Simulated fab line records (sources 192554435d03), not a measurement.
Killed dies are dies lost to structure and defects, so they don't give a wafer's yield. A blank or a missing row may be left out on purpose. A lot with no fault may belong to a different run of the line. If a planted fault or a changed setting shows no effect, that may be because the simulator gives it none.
fab line records + flow n5_finfet
record
- lots=14
- wafers=42
- last_day=18
route steps=1938 shown BEOL_M15@1827 MIM_TOP_LITHO@1843
lots untouched by any fault: they come from a run of this same line in which no faults occurred
start_h: hours from the record's first day to the start of the lot's first wafer shown + wait_h: hours since the lot's step before + " the same as in the row above + L1.1+2: one row covering several wafers at once + - no value present, or no start provided + * or withheld: withheld + < > ~ a bound
route shown NAME@n: a module of which the file shows steps, and the number in the route of the first + usual: average and standard deviation across the fault-free wafers + same: alike in all rows + chamber/n: place in a boat + sites: per-site readings + _std_site: how widely they spread, as a standard deviation + _edge_site: outer sites' mean less inner sites' + radius_mm: for every site, how far away it sits from the centre of the wafer + mask NAME#n: copy n + behind: the tool/chamber that last shaped the wafer + hold: why the lot went on hold/how many hours it stayed there/how the hold came to an end + device: the transistor (n, p or np) that didn't switch + end of line: the same wafers' tests at the end of the route + for a step that has no rows: nothing shown but its recipe + killed: dies that structure and defects cost at the first sort, which is not the same as the wafer's yield + map: a wafer's dies, marking killed ones x, the rest . and places with no die _
set.NAME: the setting the step ran with; set.NAME@STEP: the setting that earlier step ran with + model.NAME: the simulator's own value behind a step, which no gauge read
the route's steps for a sample of lots (tables are steps, rows are wafers)
services: from which hour (start_h, from the record's first day; less than 0 if before it) a tool's chamber was out of use, for how many hours, and why
## steps
# step N5_BEOL_M15_DEP_53
# recipe
- material=SiCN
- target_thk_a=500
- temp_c=withheld
- precursor=3MS/NH3
- pressure_torr=3
- rf_w=675
- time_s=17.8
# usual
- showerhead_plenum_p_Torr=4.158/0.017
- throttle_valve_pct=18.1/1.1
# same
- time_s=17.8
| lot.wafer | tool     | chamber | start_h | wait_h | showerhead_plenum_p_Torr | throttle_valve_pct |
|-----------|----------|---------|---------|--------|--------------------------|--------------------|
| L209.2    | pecvd-01 | 0       | 280.46  | 0.0    | 4.172                    | 18.1               |
| L209.5    | "        | 2       | "       | "      | 4.135                    | 17.5               |
| L209.6    | "        | 0       | "       | "      | 4.166                    | 18.1               |
| L214.1    | pecvd-04 | 2       | 300.83  | 0.0    | 4.136                    | 16.7               |
| L214.4    | "        | 0       | "       | "      | 4.184                    | 17.9               |
| L214.5    | "        | 2       | "       | "      | 4.134                    | 16.9               |
| L215.3    | pecvd-01 | 1       | 301.82  | 0.0    | 4.163                    | 20.1               |
| L215.4    | "        | 1       | "       | "      | 4.162                    | 20.2               |
| L215.5    | "        | 0       | "       | "      | 4.158                    | 18.3               |
| L219.1    | pecvd-01 | 2       | 329.89  | 0.0    | 4.143                    | 17.6               |
| L219.3    | "        | 0       | "       | "      | 4.158                    | 18.0               |
| L219.5    | "        | 2       | "       | "      | 4.127                    | 17.6               |
| L221.3    | pecvd-04 | 2       | 358.47  | 0.0    | 4.147                    | 17.0               |
| L221.5    | "        | 2       | "       | "      | 4.141                    | 16.7               |
| L221.6    | "        | 0       | "       | "      | 4.189                    | 17.8               |
| L225.1    | pecvd-01 | 2       | 370.85  | 0.0    | 4.144                    | 17.5               |
| L225.2    | "        | 1       | "       | "      | 4.156                    | 20.1               |
| L225.3    | "        | 0       | "       | "      | 4.164                    | 18.0               |
| L220.3    | pecvd-03 | 0       | 375.23  | 0.0    | 4.183                    | 17.8               |
| L220.4    | "        | 1       | "       | "      | 4.169                    | 19.0               |
| L220.5    | "        | 0       | "       | "      | 4.186                    | 17.8               |
| L224.1    | pecvd-01 | 1       | 378.32  | 0.0    | 4.161                    | 20.5               |
| L224.3    | "        | 0       | "       | "      | 4.163                    | 18.2               |
| L224.4    | "        | 1       | "       | "      | 4.149                    | 20.4               |
| L227.2    | pecvd-01 | 0       | 381.02  | 0.0    | 4.149                    | 18.1               |
| L227.4    | "        | 2       | "       | "      | 4.143                    | 17.5               |
| L227.5    | "        | 1       | "       | "      | 4.155                    | 20.4               |
| L226.2    | pecvd-04 | 0       | 387.23  | 0.0    | 4.186                    | 17.8               |
| L226.4    | "        | 0       | "       | "      | 4.182                    | 17.9               |
| L226.6    | "        | 1       | "       | "      | 4.135                    | 17.2               |
| L229.3    | pecvd-01 | 2       | 394.10  | 0.0    | 4.137                    | 17.7               |
| L229.4    | "        | 2       | "       | "      | 4.131                    | 17.5               |
| L229.6    | "        | 1       | "       | "      | 4.163                    | 20.2               |
| L228.2    | pecvd-01 | 2       | 399.98  | 0.0    | 4.141                    | 17.7               |
| L228.3    | "        | 0       | "       | "      | 4.169                    | 18.1               |
| L228.4    | "        | 2       | "       | "      | 4.132                    | 17.7               |
| L231.2    | pecvd-04 | 2       | 406.07  | 0.0    | 4.134                    | 17.0               |
| L231.3    | "        | 1       | "       | "      | 4.134                    | 17.4               |
| L231.5    | "        | 0       | "       | "      | 4.173                    | 18.1               |
| L232.1    | pecvd-03 | 0       | 423.25  | 0.0    | 4.190                    | 18.2               |
| L232.4    | "        | 1       | "       | "      | 4.163                    | 19.1               |
| L232.5    | "        | 2       | "       | "      | 4.165                    | 17.0               |
# step N5_MIM_TOP_LITHO_EXPOSE_05
# recipe
- mask_id=MIM_TOP
- na=0.55
- source_shape=conventional
- sigma_outer=0.8
- polarization=unpolarized
- target_cd_nm=2000
- dose_mj=20.5
# usual
- exposure_dose_mJ_cm2=20.494/0.023
- focus_offset_nm=0.0/0.45
| lot.wafer | tool           | chamber | start_h | wait_h | mask      | exposure_dose_mJ_cm2 | focus_offset_nm |
|-----------|----------------|---------|---------|--------|-----------|----------------------|-----------------|
| L209.2    | krf_scanner-01 | 0       | 285.55  | -      | MIM_TOP#0 | 20.484               | 0.7             |
| L209.5    | "              | 0       | "       | "      | MIM_TOP#0 | 20.464               | 0.0             |
| L209.6    | "              | 0       | "       | "      | MIM_TOP#0 | 20.472               | 0.4             |
| L214.1    | krf_scanner-01 | -       | 305.25  | -      | MIM_TOP#0 | -                    | -               |
| L214.4    | "              | -       | "       | "      | MIM_TOP#0 | -                    | -               |
| L214.5    | "              | -       | "       | "      | MIM_TOP#0 | -                    | -               |
| L215.3    | krf_scanner-02 | -       | 309.76  | -      | MIM_TOP#0 | -                    | -               |
| L215.4    | "              | -       | "       | "      | MIM_TOP#0 | -                    | -               |
| L215.5    | "              | -       | "       | "      | MIM_TOP#0 | -                    | -               |
| L219.1    | krf_scanner-01 | 0       | 333.89  | -      | MIM_TOP#0 | 20.507               | 0.3             |
| L219.3    | "              | 0       | "       | "      | MIM_TOP#0 | 20.488               | -0.1            |
| L219.5    | "              | 0       | "       | "      | MIM_TOP#0 | 20.499               | 0.3             |
| L221.3    | krf_scanner-01 | 0       | 361.08  | -      | MIM_TOP#0 | 20.499               | -0.2            |
| L221.5    | "              | 0       | "       | "      | MIM_TOP#0 | 20.548               | -0.6            |
| L221.6    | "              | 0       | "       | "      | MIM_TOP#0 | 20.506               | -0.1            |
| L225.1    | krf_scanner-01 | 0       | 374.04  | -      | MIM_TOP#0 | 20.514               | 0.5             |
| L225.2    | "              | 0       | "       | "      | MIM_TOP#0 | 20.504               | 0.5             |
| L225.3    | "              | 0       | "       | "      | MIM_TOP#0 | 20.490               | 0.2             |
| L220.3    | krf_scanner-02 | 0       | 378.82  | -      | MIM_TOP#0 | 20.503               | -0.8            |
| L220.4    | "              | 0       | "       | "      | MIM_TOP#0 | 20.471               | -0.1            |
| L220.5    | "              | 0       | "       | "      | MIM_TOP#0 | 20.483               | -0.4            |
| L224.1    | krf_scanner-01 | 0       | 381.42  | -      | MIM_TOP#0 | 20.479               | -0.2            |
| L224.3    | "              | 0       | "       | "      | MIM_TOP#0 | 20.515               | -0.6            |
| L224.4    | "              | 0       | "       | "      | MIM_TOP#0 | 20.526               | -0.3            |
| L227.2    | krf_scanner-01 | 0       | 385.06  | -      | MIM_TOP#0 | 20.477               | 0.3             |
| L227.4    | "              | 0       | "       | "      | MIM_TOP#0 | 20.486               | 0.2             |
| L227.5    | "              | 0       | "       | "      | MIM_TOP#0 | 20.447               | -0.5            |
| L226.2    | krf_scanner-02 | 0       | 390.62  | -      | MIM_TOP#0 | 20.488               | -0.1            |
| L226.4    | "              | 0       | "       | "      | MIM_TOP#0 | 20.511               | -0.2            |
| L226.6    | "              | 0       | "       | "      | MIM_TOP#0 | 20.521               | -0.6            |
| L229.3    | krf_scanner-02 | 0       | 398.60  | -      | MIM_TOP#0 | 20.501               | 0.4             |
| L229.4    | "              | 0       | "       | "      | MIM_TOP#0 | 20.448               | 0.2             |
| L229.6    | "              | 0       | "       | "      | MIM_TOP#0 | 20.452               | 0.2             |
| L228.2    | krf_scanner-02 | 0       | 404.29  | -      | MIM_TOP#0 | 20.486               | -0.7            |
| L228.3    | "              | 0       | "       | "      | MIM_TOP#0 | 20.468               | -0.1            |
| L228.4    | "              | 0       | "       | "      | MIM_TOP#0 | 20.518               | -0.2            |
| L231.2    | krf_scanner-01 | 0       | 410.35  | -      | MIM_TOP#0 | 20.497               | 0.0             |
| L231.3    | "              | 0       | "       | "      | MIM_TOP#0 | 20.491               | -0.7            |
| L231.5    | "              | 0       | "       | "      | MIM_TOP#0 | 20.456               | 0.6             |
| L232.1    | krf_scanner-01 | 0       | 426.65  | -      | MIM_TOP#0 | 20.511               | 0.6             |
| L232.4    | "              | 0       | "       | "      | MIM_TOP#0 | 20.510               | 0.8             |
| L232.5    | "              | 0       | "       | "      | MIM_TOP#0 | 20.481               | -0.4            |
# step N5_MIM_TOP_LITHO_OVL_MEAS_11
# recipe
- points_per_wafer=44
# usual
- MIM_TOP_OVL=-1/5.6
| lot.wafer | tool       | chamber | start_h | wait_h | MIM_TOP_OVL[nm] |
|-----------|------------|---------|---------|--------|-----------------|
| L209.2    | overlay-01 | 0       | 285.75  | 0.0    | 5               |
| L209.5    | "          | 0       | "       | "      | 5               |
| L209.6    | "          | 0       | "       | "      | 3               |
| L214.1    | overlay-01 | 0       | 305.45  | 0.0    | -               |
| L214.4    | "          | 0       | "       | "      | -               |
| L214.5    | "          | 0       | "       | "      | -               |
| L215.3    | overlay-01 | 0       | 309.96  | 0.0    | -               |
| L215.4    | "          | 0       | "       | "      | -               |
| L215.5    | "          | 0       | "       | "      | -               |
| L219.1    | overlay-01 | 0       | 334.10  | 0.0    | -2              |
| L219.3    | "          | 0       | "       | "      | 3               |
| L219.5    | "          | 0       | "       | "      | 1               |
| L221.3    | overlay-01 | 0       | 361.27  | 0.0    | -5              |
| L221.5    | "          | 0       | "       | "      | -12             |
| L221.6    | "          | 0       | "       | "      | -12             |
| L225.1    | overlay-01 | 0       | 374.25  | 0.0    | 5               |
| L225.2    | "          | 0       | "       | "      | 1               |
| L225.3    | "          | 0       | "       | "      | 3               |
| L220.3    | overlay-02 | 0       | 379.01  | 0.0    | 10              |
| L220.4    | "          | 0       | "       | "      | 8               |
| L220.5    | "          | 0       | "       | "      | 2               |
| L224.1    | overlay-02 | 0       | 381.63  | 0.0    | -1              |
| L224.3    | "          | 0       | "       | "      | -9              |
| L224.4    | "          | 0       | "       | "      | 4               |
| L227.2    | overlay-02 | 0       | 385.26  | 0.0    | -14             |
| L227.4    | "          | 0       | "       | "      | -10             |
| L227.5    | "          | 0       | "       | "      | 2               |
| L226.2    | overlay-02 | 0       | 390.82  | 0.0    | -1              |
| L226.4    | "          | 0       | "       | "      | -1              |
| L226.6    | "          | 0       | "       | "      | 3               |
| L229.3    | overlay-01 | 0       | 398.79  | 0.0    | 6               |
| L229.4    | "          | 0       | "       | "      | 1               |
| L229.6    | "          | 0       | "       | "      | 1               |
| L228.2    | overlay-02 | 0       | 404.49  | 0.0    | 3               |
| L228.3    | "          | 0       | "       | "      | -2              |
| L228.4    | "          | 0       | "       | "      | 1               |
| L231.2    | overlay-02 | 0       | 410.55  | 0.0    | 0               |
| L231.3    | "          | 0       | "       | "      | 5               |
| L231.5    | "          | 0       | "       | "      | 6               |
| L232.1    | overlay-01 | 0       | 426.86  | 0.0    | 7               |
| L232.4    | "          | 0       | "       | "      | 0               |
| L232.5    | "          | 0       | "       | "      | 7               |
# step N5_MIM_TOP_LITHO_DESCUM_10
# recipe
- chemistry=O2
- time_s=7.9
- source_power_w=50
- bias_power_w=20
- pressure_mtorr=20
- rf_frequency_hz=2.712e+07
- temp_c=40
- o2_flow_sccm=225
# usual
- drypump_motor_current_A=5.8/0.55
- oes_product_au=0.80/0.091
- rf_vpp_V=243.2/1.5
- showerhead_plenum_p_Torr=2.09/0.073
- throttle_valve_pct=20.39/0.26
# same
- time_s=7.9
| lot.wafer | tool        | chamber | start_h | wait_h | drypump_motor_current_A | oes_product_au | rf_hours_counter_h | rf_vpp_V | showerhead_plenum_p_Torr | throttle_valve_pct |
|-----------|-------------|---------|---------|--------|-------------------------|----------------|--------------------|----------|--------------------------|--------------------|
| L209.2    | rie_diel-01 | 0       | 287.46  | 1.7    | 6.2                     | 0.89           | 45                 | 245.4    | 2.22                     | 19.97              |
| L209.5    | "           | 0       | "       | "      | 6.2                     | 0.89           | -                  | 244.3    | 2.22                     | 19.96              |
| L209.6    | "           | 1       | "       | "      | 5.3                     | 0.70           | -                  | 243.3    | 2.06                     | 20.71              |
| L214.1    | rie_diel-06 | 0       | 305.51  | 0.0    | 6.4                     | 0.70           | 204                | 242.2    | 2.00                     | 20.76              |
| L214.4    | "           | 1       | "       | "      | 5.8                     | 0.89           | 35                 | 243.4    | 2.14                     | 20.23              |
| L214.5    | "           | 0       | "       | "      | 6.4                     | 0.70           | -                  | 241.9    | 2.00                     | 20.76              |
| L215.3    | rie_diel-01 | 1       | 310.02  | 0.0    | 5.3                     | 0.69           | 220                | 243.1    | 2.06                     | 20.72              |
| L215.4    | "           | 0       | "       | "      | 6.2                     | 0.87           | 52                 | 243.3    | 2.21                     | 19.98              |
| L215.5    | "           | 2       | "       | "      | 6.7                     | 0.72           | -                  | 241.9    | 2.09                     | 20.54              |
| L219.1    | rie_diel-05 | 1       | 334.22  | 0.1    | 5.9                     | 0.78           | 123                | 243.2    | 2.03                     | 20.67              |
| L219.3    | "           | 0       | "       | "      | 5.3                     | 0.94           | 17                 | 244.5    | 2.15                     | 20.20              |
| L219.5    | "           | 2       | "       | "      | 5.6                     | 0.75           | -                  | 242.7    | 2.09                     | 20.50              |
| L221.3    | rie_diel-05 | 2       | 361.33  | 0.0    | 5.6                     | 0.74           | 188                | 243.8    | 2.09                     | 20.54              |
| L221.5    | "           | 3       | "       | "      | 6.7                     | 0.97           | -                  | 246.1    | 2.22                     | 20.14              |
| L221.6    | "           | 0       | "       | "      | 5.3                     | 0.89           | -                  | 244.1    | 2.14                     | 20.24              |
| L225.1    | rie_diel-05 | 1       | 374.31  | 0.0    | 6.0                     | 0.77           | 134                | 242.7    | 2.03                     | 20.68              |
| L225.2    | "           | 0       | "       | "      | 5.3                     | 0.88           | 33                 | 243.9    | 2.14                     | 20.25              |
| L225.3    | "           | 3       | "       | "      | 6.7                     | 0.96           | 11                 | 246.9    | 2.22                     | 20.15              |
| L220.3    | rie_diel-05 | 2       | 379.25  | 0.2    | 5.6                     | 0.74           | 193                | 243.8    | 2.09                     | 20.55              |
| L220.4    | "           | 3       | "       | "      | 6.7                     | 0.94           | 13                 | 245.5    | 2.22                     | 20.16              |
| L220.5    | "           | 2       | "       | "      | 5.6                     | 0.73           | -                  | 242.4    | 2.09                     | 20.53              |
| L224.1    | rie_diel-06 | 0       | 381.68  | 0.0    | 6.4                     | 0.67           | 232                | 241.8    | 1.99                     | 20.80              |
| L224.3    | "           | 1       | "       | "      | 5.8                     | 0.85           | 62                 | 244.4    | 2.13                     | 20.26              |
| L224.4    | "           | 3       | "       | "      | 4.8                     | 0.70           | 211                | 241.3    | 1.98                     | 20.40              |
| L227.2    | rie_diel-05 | 0       | 385.57  | 0.3    | 5.3                     | 0.89           | 36                 | 243.6    | 2.14                     | 20.24              |
| L227.4    | "           | 1       | "       | "      | 5.9                     | 0.76           | 137                | 241.0    | 2.02                     | 20.67              |
| L227.5    | "           | 0       | "       | "      | 5.2                     | 0.89           | -                  | 243.2    | 2.14                     | 20.23              |
| L226.2    | rie_diel-01 | 3       | 390.88  | 0.0    | 5.9                     | 0.86           | 61                 | 243.7    | 2.11                     | 20.09              |
| L226.4    | "           | 1       | "       | "      | 5.2                     | 0.66           | 246                | 243.0    | 2.05                     | 20.74              |
| L226.6    | "           | 0       | "       | "      | 6.2                     | 0.83           | -                  | 245.1    | 2.20                     | 20.03              |
| L229.3    | rie_diel-06 | 0       | 398.93  | 0.1    | 6.4                     | 0.67           | 239                | 240.6    | 1.99                     | 20.79              |
| L229.4    | "           | 3       | "       | "      | 4.8                     | 0.70           | 218                | 242.2    | 1.98                     | 20.40              |
| L229.6    | "           | 0       | "       | "      | 6.4                     | 0.68           | -                  | 241.6    | 1.99                     | 20.80              |
| L228.2    | rie_diel-01 | 3       | 404.55  | 0.0    | 5.9                     | 0.85           | 67                 | 244.6    | 2.11                     | 20.09              |
| L228.3    | "           | 0       | "       | "      | 6.2                     | 0.83           | 86                 | 245.4    | 2.20                     | 20.04              |
| L228.4    | "           | 3       | "       | "      | 5.9                     | 0.84           | -                  | 243.2    | 2.11                     | 20.11              |
| L231.2    | rie_diel-01 | 3       | 410.75  | 0.2    | 5.9                     | 0.85           | 71                 | 243.4    | 2.11                     | 20.11              |
| L231.3    | "           | 0       | "       | "      | 6.2                     | 0.84           | 90                 | 246.3    | 2.20                     | 20.06              |
| L231.5    | "           | 0       | "       | "      | 6.2                     | 0.83           | -                  | 245.7    | 2.20                     | 20.04              |
| L232.1    | rie_diel-01 | 0       | 426.92  | 0.0    | 6.2                     | 0.83           | 98                 | 246.1    | 2.20                     | 20.06              |
| L232.4    | "           | 0       | "       | "      | 6.2                     | 0.83           | -                  | 245.1    | 2.20                     | 20.08              |
| L232.5    | "           | 2       | "       | "      | 6.7                     | 0.93           | -                  | 244.3    | 2.08                     | 20.30              |
## services
| tool           | chamber | start_h | hours | kind        |
|----------------|---------|---------|-------|-------------|
| krf_scanner-01 | -       | 264.18  | 0.2   | repair      |
| rie_diel-01    | 2       | 270.68  | 4.7   | repair      |
| krf_scanner-02 | -       | 270.79  | 0.3   | repair      |
| rie_diel-05    | -       | 273.86  | 14.6  | pm          |
| krf_scanner-01 | -       | 276.50  | 1.3   | pm          |
| krf_scanner-02 | -       | 292.50  | 1.3   | pm          |
| rie_diel-05    | 3       | 314.94  | 11.0  | repair      |
| krf_scanner-01 | -       | 324.96  | 1.0   | pm          |
| rie_diel-06    | 3       | 333.55  | 2.8   | repair      |
| krf_scanner-02 | -       | 333.60  | 0.8   | pm          |
| rie_diel-06    | -       | 334.62  | 0.7   | repair      |
| krf_scanner-01 | -       | 335.96  | 0.8   | pm          |
| pecvd-03       | 1       | 341.51  | 5.2   | repair      |
| pecvd-04       | -       | 343.24  | 1.7   | repair      |
| rie_diel-05    | 1       | 355.36  | 13.1  | repair      |
| krf_scanner-01 | 0       | 364.19  | -     | calibration |
| krf_scanner-02 | -       | 367.03  | 1.0   | pm          |
| krf_scanner-01 | -       | 378.70  | 1.8   | repair      |
| rie_diel-01    | 2       | 393.89  | -     | clean       |
| rie_diel-05    | 3       | 397.26  | 7.3   | repair      |
| rie_diel-05    | -       | 400.19  | 2.8   | pm          |
| pecvd-01       | -       | 408.67  | 2.8   | pm          |
| rie_diel-05    | 3       | 409.25  | 10.3  | repair      |
| pecvd-04       | 2       | 412.96  | 20.0  | repair      |
## key
first_sign
- step=N5_MIM_TOP_LITHO_EXPOSE_05
- reading=tool_record
- direction=missing
effect none on later readings
met_at N5_MIM_TOP_LITHO_EXPOSE_05
struck_lots L214,L215
later_rows_left_out L214.1,L214.4,L214.5,L215.3,L215.4,L215.5
sort_left_out L214.1,L214.4,L214.5,L215.3,L215.4,L215.5
not_acting_at N5_BEOL_M15_DEP_53,N5_MIM_TOP_LITHO_OVL_MEAS_11,N5_MIM_TOP_LITHO_DESCUM_10
onset_between 285.55 305.25
fault
- kind=skipped_step_whole
- tool=krf_scanner-01,krf_scanner-02
- chamber=-
- onset_h=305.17
- steps=N5_MIM_TOP_LITHO_EXPOSE_05
- scope=struck_lots_only
# sort_left_out: the simulated sort isn't trusted on such a fault, so these wafers' sort isn't shown, and their yield isn't known
# later_rows_left_out: the simulator's readings of these wafers behind a module that went badly wrong aren't trusted and aren't shown, but for the sort
